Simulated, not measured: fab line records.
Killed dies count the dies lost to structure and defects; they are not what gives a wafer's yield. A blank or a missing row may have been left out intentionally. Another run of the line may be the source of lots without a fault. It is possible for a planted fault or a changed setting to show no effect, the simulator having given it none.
Which of the tools did it? | flow n5-finfet | 9 lots, 27 wafers sampled, at 2 steps of a route of 1938

WHAT THE GAUGES SHOWED, per wafer
N5_BEOL_M4_RC_MEAS_101.
lot  | measured     | on        | DIBL_N (mV/V)
L101 | day 7 15:56  | prober-01 | 40.9 39.8 36.5
L102 | day 8 20:15  | prober-02 | 36.7 34.7 39.2
L107 | day 9 23:12  | prober-01 | 35.3 35.7 32.9
L108 | day 10 07:46 | prober-02 | 36.7 36.1 37.2
L109 | day 10 05:17 | prober-01 | 37.1 38.0 40.5
L111 | day 11 04:19 | prober-02 | 36.3 34.5 36.6
L114 | day 11 10:07 | prober-01 | 35.5 33.3 35.3
L123 | day 14 07:43 | prober-02 | 37.5 37.7 36.6
L124 | day 14 06:26 | prober-01 | 37.2 37.9 39.3

TOOL THAT RAN EACH LOT (tool first, then ch and the chambers of the sampled wafers, then the start)
lot  | N5_MOL_CONTACT_COAG_VIA_ETCH_46
L101 | rie-diel-01 ch 0,3, day 5 07:33
L102 | rie-diel-05 ch 0,1,2, day 5 16:44
L107 | rie-diel-05 ch 0,2, day 6 15:41
L108 | rie-diel-05 ch 0,1, day 6 21:25
L109 | rie-diel-05 ch 2,3, day 7 02:46
L111 | rie-diel-06 ch 0,3, day 7 18:59
L114 | rie-diel-05 ch 0,3, day 8 11:49
L123 | rie-diel-05 ch 0,2,3, day 10 16:42
L124 | rie-diel-05 ch 0,2,3, day 10 22:50
- N5_MOL_CONTACT_COAG_VIA_ETCH_46: etches SiO2 in C4F6/O2, target depth 46 nm, overetch 9.2 nm, time 40 s.

THE ANSWER, worked out from the rows above alone
Rule: usual is defined by the lots themselves. The widest of any qualifying gaps counts: lots, ordered by their means at a reading, are off when they make up no more than a third of the lots, leave a main group of 4 or more, and stand apart from it by 3 or more times the standard deviation of that group's means. The tables above print the reading to a certain number of digits; a main group whose means all agree to those digits is not used. Also off: a lot with no number at a reading for which 4 or more lots have one. Any other lot the step has rows for is counted as sound.
None of the lots is off at any reading shown; this tells nothing.

WHAT THE SIMULATOR PUT IN
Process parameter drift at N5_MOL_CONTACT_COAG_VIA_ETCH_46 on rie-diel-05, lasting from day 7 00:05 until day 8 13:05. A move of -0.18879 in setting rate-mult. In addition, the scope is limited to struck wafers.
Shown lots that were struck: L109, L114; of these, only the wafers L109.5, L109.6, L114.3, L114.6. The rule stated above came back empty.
